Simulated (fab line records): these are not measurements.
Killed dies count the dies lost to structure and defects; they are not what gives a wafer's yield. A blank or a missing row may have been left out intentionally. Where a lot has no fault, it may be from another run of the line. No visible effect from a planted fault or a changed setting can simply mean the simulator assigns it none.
One fault through the eyes of 3 desks / flow nand harc / every desk sees just its own numbers, and what lay behind them comes last

THE METROLOGY DESK
Lot by lot, what the gauges showed, no matter which tool ran the lot: averages of those sampled wafers that carry a number. The brackets show how far a lot's mean lies from the usual mean; more than 4 standard deviations puts the lot out of limits, marked OUT.
Columns: A = overlay x nm at NHARC_P_STI_OVL_MEAS_10, usual -1 nm; B = overlay y nm at NHARC_P_STI_OVL_MEAS_10, usual 1 nm
lot=L861; first seen here=day 2 11:31; A=1; B=-4
lot=L862; first seen here=day 2 18:46; A=9; B=5
lot=L866; first seen here=day 3 18:37; A=-5; B=4
lot=L867; first seen here=day 4 02:20; A=-1; B=-3
lot=L869; first seen here=day 4 11:21; A=8; B=8
lot=L870; first seen here=day 4 19:26; A=2; B=8
lot=L872; first seen here=day 5 06:54; A=13; B=-6
lot=L874; first seen here=day 5 17:16; A=0; B=3
lot=L875; first seen here=day 5 22:53; A=-17; B=-1
lot=L876; first seen here=day 6 06:10; A=1; B=-5
lot=L877; first seen here=day 6 14:08; A=-4; B=5
lot=L878; first seen here=day 6 14:20; A=0; B=0
This desk found nothing out of limits on any of the 12 lots.

THE DEFECT DESK
What the inspections along the route counted, lot by lot: means of the sampled wafers that have a number. The brackets show how far a lot's mean lies from the usual mean; more than 4 standard deviations puts the lot out of limits, marked OUT.
Columns: A = raw defect count at NHARC_P_STI_INSPECT_11, usual 6.1
lot=L861; first seen here=day 2 11:34; A=4.0
lot=L862; first seen here=day 2 18:48; A=5.3
lot=L866; first seen here=day 3 18:39; A=6.0
lot=L867; first seen here=day 4 02:23; A=5.0
lot=L869; first seen here=day 4 11:23; A=7.3
lot=L870; first seen here=day 4 19:28; A=4.7
lot=L872; first seen here=day 5 06:56; A=7.0
lot=L874; first seen here=day 5 17:18; A=10.0
lot=L875; first seen here=day 5 22:56; A=3.7
lot=L876; first seen here=day 6 06:13; A=4.7
lot=L877; first seen here=day 6 14:11; A=323.3 (+99 or more) OUT
lot=L878; first seen here=day 6 14:22; A=298.0 (+99 or more) OUT
This desk finds L877, L878 out of limits, L877 being first, at day 6 14:11 (raw defect count at NHARC_P_STI_INSPECT_11). In limits: L861, L862, L866, L867, L869, L870, L872, L874, L875, L876.

THE TOOL OWNER'S DESK: lpcvd-01
The tool's own readings at NHARC_P_STI_HM_DEP_30 (deposits Si3N4, target thk 80 nm, time 873 s): means of the sampled wafers that have a number, for each lot that ran on this tool. The brackets show how far a lot's mean lies from the usual mean; more than 4 standard deviations puts the lot out of limits, marked OUT.
Columns: A = susceptor temp C at NHARC_P_STI_HM_DEP_30, usual 790.0 C
lot=L861; first seen here=day 2 07:20; A=790.2
lot=L869; first seen here=day 4 07:19; A=790.0
lot=L870; first seen here=day 4 15:11; A=789.9
lot=L872; first seen here=day 5 02:40; A=790.2
lot=L874; first seen here=day 5 13:04; A=790.2
lot=L875; first seen here=day 5 18:51; A=790.0
lot=L877; first seen here=day 6 10:05; A=790.1
lot=L878; first seen here=day 6 10:05; A=789.7
This desk found nothing out of limits on any of the 8 lots.

PUT TOGETHER
The defect desk could have raised an alarm at day 6 14:11, on L877, L878.
Metrology desk: nothing out of limits seen.
The tool owner's desk saw nothing out of limits.
The metrology desk has L877, L878 on record, within its limits.
The tool owner's desk has L877, L878 on record, within its limits.
On lpcvd-01, each named lot ran NHARC_P_STI_HM_DEP_30.

WHAT THE SIMULATOR HAD INSERTED
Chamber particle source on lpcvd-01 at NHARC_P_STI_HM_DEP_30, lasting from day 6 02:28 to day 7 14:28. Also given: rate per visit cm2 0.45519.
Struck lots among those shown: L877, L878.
Hours from the fault's start to each desk's first reading out of limits: the defect desk, 12.
